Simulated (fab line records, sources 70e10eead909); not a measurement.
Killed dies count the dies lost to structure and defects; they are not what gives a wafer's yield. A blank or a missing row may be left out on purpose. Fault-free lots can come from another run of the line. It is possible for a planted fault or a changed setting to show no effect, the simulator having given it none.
2 desks looking at one fault    flow nandHarc    what lay behind the numbers comes last; until then each desk has only its own

THE TOOL OWNER'S DESK: rieSi-02
The tool's own readings at NHARC_A_WL_FILL_ETCHBACK_26 (etches the open film in HBr, target depth 52 nm, time 13.3 s): means of the sampled wafers that have a number, for each lot that ran on this tool. A lot is out of limits, marked OUT, if its mean lies more than 4 standard deviations from the usual mean; the brackets give that distance.
Columns: A = drypumpMotorCurrentA at NHARC_A_WL_FILL_ETCHBACK_26, usual 5.6 A; B = oesProductAu at NHARC_A_WL_FILL_ETCHBACK_26, usual 0.998 a.u.; C = throttleValvePct at NHARC_A_WL_FILL_ETCHBACK_26, usual 23.265 %
lot   first seen here  A    B                 C
L285  day 22 14:23     5.6  0.997             23.261
L287  day 23 14:41     5.7  0.995             23.268
L290  day 26 07:13     5.9  0.997             23.264
L294  day 26 11:28     5.8  0.997             23.273
L298  day 28 10:40     5.7  0.962 (-4.0) OUT  23.258
L301  day 29 11:29     5.7  0.937 (-6.8) OUT  23.261
This desk's verdict: out of limits on L298, L301, starting with L298 at day 28 10:40 (oesProductAu at NHARC_A_WL_FILL_ETCHBACK_26). L285, L287, L290, L294: within limits.

METROLOGY DESK
What the gauges read for every lot (on any tool): the sampled wafers with a number, averaged. A lot is out of limits, marked OUT, if its mean lies more than 4 standard deviations from the usual mean; the brackets give that distance.
Columns: A = cdNm at NHARC_A_SLIT_CD_MEAS_21, usual 289.5 nm
lot   first seen here  A
L282  day 20 11:12     288.3
L286  day 21 05:23     288.7
L284  day 21 09:08     289.7
L285  day 21 12:59     289.6
L283  day 21 15:12     287.9
L287  day 22 13:20     289.2
L292  day 24 15:12     290.7
L291  day 24 23:04     290.6
L290  day 25 02:49     289.5
L294  day 25 10:50     289.4
L298  day 27 11:10     288.9
L300  day 28 01:41     291.6
L301  day 28 11:49     289.0
This desk's finding: nothing out of limits on any of the 13 lots.

ALL TOGETHER
The tool owner's desk had the chance to raise an alarm at day 28 10:40 on L298, L301.
The metrology desk saw nothing out of limits.
The metrology desk has L298, L301 on record, within its limits.
Of the lots named, all ran NHARC_A_WL_FILL_ETCHBACK_26 on rieSi-02.

WHAT THE SIMULATOR HAD PUT IN
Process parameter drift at NHARC_A_WL_FILL_ETCHBACK_26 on rieSi-02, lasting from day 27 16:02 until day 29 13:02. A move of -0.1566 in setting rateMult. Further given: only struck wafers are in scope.
Shown lots that were struck: L298, L301.
How many hours passed from the start of the fault until each desk's first out-of-limits reading: the tool owner's desk, 19.
